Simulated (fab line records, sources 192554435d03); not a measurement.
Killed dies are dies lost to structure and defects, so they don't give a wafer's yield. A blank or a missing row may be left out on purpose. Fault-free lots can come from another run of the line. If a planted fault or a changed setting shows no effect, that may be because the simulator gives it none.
Split-lot experiment | flow n5 finfet | 7 lots, 39 wafers read, on a route of 1938 steps

== ABOUT THE SPLIT ==
At N5_DUMMY_GATE_HM_DEP_06 (deposits SiNx from DCS/NH3, target thk 80 nm, time 5141 s), the setting time s was moved away from the recipe's 5141 s on 30 of the 39 wafers read, by -4.3% to +14.6%. The other wafers ran this setting at the recipe's value.

Reading taken at the split's own step.

== THE READING ==
SiNx_of_DUMMY_GATE_HM_DEP_06.thk nm (the simulator's own value, which no gauge read), in nm, at N5_DUMMY_GATE_HM_DEP_06 (deposits SiNx from DCS/NH3, target thk 80 nm, time 5141 s). The file does not state a usual value for it. Across the 9 wafers here that went through the recipe, the average is 80.5 nm and the standard deviation 0.42 nm.

wafer  | tool, chamber at the split | time s as run, s | against the recipe | SiNx_of_DUMMY_GATE_HM_DEP_06.thk nm, nm | against lot-mates on the recipe
L079.1 | -, -                       | 5893             | +14.6%             | 91                                      | no lot-mate on the recipe
L079.2 | -, -                       | 5893             | +14.6%             | 90.4                                    | no lot-mate on the recipe
L079.5 | -, -                       | 5893             | +14.6%             | 90.4                                    | no lot-mate on the recipe
L079.3 | -, -                       | 5893             | +14.6%             | 90.8                                    | no lot-mate on the recipe
L079.4 | -, -                       | 5893             | +14.6%             | 90.8                                    | no lot-mate on the recipe
L079.6 | -, -                       | 5893             | +14.6%             | 90.6                                    | no lot-mate on the recipe
L081.1 | -, -                       | 5700             | +10.9%             | 89.2                                    | no lot-mate on the recipe
L081.2 | -, -                       | 5700             | +10.9%             | 89.2                                    | no lot-mate on the recipe
L081.6 | -, -                       | 5700             | +10.9%             | 89.2                                    | no lot-mate on the recipe
L081.3 | -, -                       | 5700             | +10.9%             | 88.4                                    | no lot-mate on the recipe
L081.4 | -, -                       | 5700             | +10.9%             | 89.4                                    | no lot-mate on the recipe
L081.5 | -, -                       | 5700             | +10.9%             | 89                                      | no lot-mate on the recipe
L085.1 | -, -                       | 4919             | -4.3%              | 75                                      | no lot-mate on the recipe
L085.4 | -, -                       | 4919             | -4.3%              | 75                                      | no lot-mate on the recipe
L085.2 | -, -                       | 4919             | -4.3%              | 75.2                                    | no lot-mate on the recipe
L085.3 | -, -                       | 4919             | -4.3%              | 75.2                                    | no lot-mate on the recipe
L085.5 | -, -                       | 4919             | -4.3%              | 75.6                                    | no lot-mate on the recipe
L085.6 | -, -                       | 4919             | -4.3%              | 74.6                                    | no lot-mate on the recipe
L089.1 | -, -                       | 5836             | +13.5%             | 92.4                                    | no lot-mate on the recipe
L089.2 | -, -                       | 5836             | +13.5%             | 91.8                                    | no lot-mate on the recipe
L089.3 | -, -                       | 5836             | +13.5%             | 92.2                                    | no lot-mate on the recipe
L089.4 | -, -                       | 5836             | +13.5%             | 92                                      | no lot-mate on the recipe
L089.5 | -, -                       | 5836             | +13.5%             | 92                                      | no lot-mate on the recipe
L089.6 | -, -                       | 5836             | +13.5%             | 91.6                                    | no lot-mate on the recipe
L093.1 | lpcvd-02, 0/40,0/59        | 5141             | recipe             | 81                                      | -
L093.5 | lpcvd-02, 0/40,0/59        | 5141             | recipe             | 81                                      | -
L093.2 | lpcvd-02, 0/45             | 5141             | recipe             | 80.6                                    | -
L094.1 | -, -                       | 5651             | +9.9%              | 89                                      | no lot-mate on the recipe
L094.3 | -, -                       | 5651             | +9.9%              | 89                                      | no lot-mate on the recipe
L094.2 | -, -                       | 5651             | +9.9%              | 88.4                                    | no lot-mate on the recipe
L094.4 | -, -                       | 5651             | +9.9%              | 88.4                                    | no lot-mate on the recipe
L094.5 | -, -                       | 5651             | +9.9%              | 88.8                                    | no lot-mate on the recipe
L094.6 | -, -                       | 5651             | +9.9%              | 88.8                                    | no lot-mate on the recipe
L097.1 | -, -                       | 5141             | recipe             | 81                                      | -
L097.2 | -, -                       | 5141             | recipe             | 80                                      | -
L097.3 | -, -                       | 5141             | recipe             | 79.8                                    | -
L097.4 | -, -                       | 5141             | recipe             | 80.6                                    | -
L097.5 | -, -                       | 5141             | recipe             | 80.4                                    | -
L097.6 | -, -                       | 5141             | recipe             | 80.2                                    | -
If several chambers appear in one row, that row covers several wafers at once and the file leaves open which wafer was in which chamber.

FIT RESULTS
A straight line over all 39 wafers: SiNx_of_DUMMY_GATE_HM_DEP_06.thk nm changes by +0.845 nm for each +1% of time s; r = +0.99; the points scatter about the line by 0.96 nm.
Too few moved wafers have a lot-mate on the recipe to fit a line with each lot's own level taken away.

== THE FILE'S OWN FIT ==
SiNx_of_DUMMY_GATE_HM_DEP_06.thk nm changes by +0.845 nm for each +1% of time s, r = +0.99.
